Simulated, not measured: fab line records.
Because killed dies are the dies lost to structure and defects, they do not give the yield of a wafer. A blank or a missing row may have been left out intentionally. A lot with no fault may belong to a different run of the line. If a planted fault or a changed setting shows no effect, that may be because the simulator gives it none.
2 desks looking at one fault + flow nandHarc + only its own numbers are on each desk; what lay behind them is given at the end

THE DEFECT DESK
Per lot, the means of the sampled wafers with a number show what the inspections along the route counted. The brackets show how far a lot's mean lies from the usual mean; more than 4 standard deviations puts the lot out of limits, marked OUT.
Columns: A = rawDefectCount at NHARC_P_GATE_INSPECT_68, usual 205
| lot  | first seen here | A              |
|------|-----------------|----------------|
| L661 | day 5 15:22     | 181            |
| L662 | day 6 06:32     | 166            |
| L663 | day 6 10:52     | 204            |
| L667 | day 8 04:45     | 180            |
| L669 | day 9 09:24     | 162            |
| L670 | day 9 16:20     | 172            |
| L672 | day 10 21:32    | 246            |
| L674 | day 11 03:44    | 492 (+4.3) OUT |
| L676 | day 11 21:06    | 489 (+4.3) OUT |
| L677 | day 12 14:05    | 192            |
| L683 | day 14 22:53    | 127            |
| L684 | day 15 06:33    | 298            |
Finding of this desk: L674, L676 out of limits; the first was L674 at day 11 03:44, on rawDefectCount at NHARC_P_GATE_INSPECT_68. Within limits: L661, L662, L663, L667, L669, L670, L672, L677, L683, L684.

FROM THE METROLOGY DESK
What the gauges read, lot by lot, whatever tool the lot ran on: means of the sampled wafers that have a number. The brackets show how far a lot's mean lies from the usual mean; more than 4 standard deviations puts the lot out of limits, marked OUT.
Columns: A = cdNm at NHARC_P_GATE_CD_MEAS_59, usual 719.1 nm
| lot  | first seen here | A     |
|------|-----------------|-------|
| L661 | day 5 10:35     | 718.7 |
| L662 | day 6 01:55     | 718.8 |
| L663 | day 6 06:04     | 719.1 |
| L667 | day 7 23:58     | 718.2 |
| L669 | day 9 04:46     | 719.0 |
| L670 | day 9 11:27     | 720.2 |
| L672 | day 10 16:53    | 717.6 |
| L674 | day 10 23:05    | 718.6 |
| L676 | day 11 16:18    | 718.2 |
| L677 | day 12 09:18    | 718.0 |
| L683 | day 14 18:14    | 718.0 |
| L684 | day 15 01:52    | 717.9 |
This desk found nothing out of limits on any of the 12 lots.

TAKEN TOGETHER
The defect desk could have raised an alarm at day 11 03:44, on L674, L676.
From the metrology desk's view, nothing was out of limits.
The metrology desk has L674, L676 on record, within its limits.
On wetBench-07, each named lot ran NHARC_P_GATE_STRIP_50.

WHAT THE SIMULATOR PUT IN
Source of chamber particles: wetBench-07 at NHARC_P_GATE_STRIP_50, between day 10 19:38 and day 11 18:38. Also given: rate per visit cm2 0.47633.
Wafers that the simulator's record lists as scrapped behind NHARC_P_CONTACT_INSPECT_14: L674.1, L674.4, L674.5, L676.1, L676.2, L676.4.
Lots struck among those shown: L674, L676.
Hours from the fault's start to each desk's first reading out of limits: the defect desk, 8.
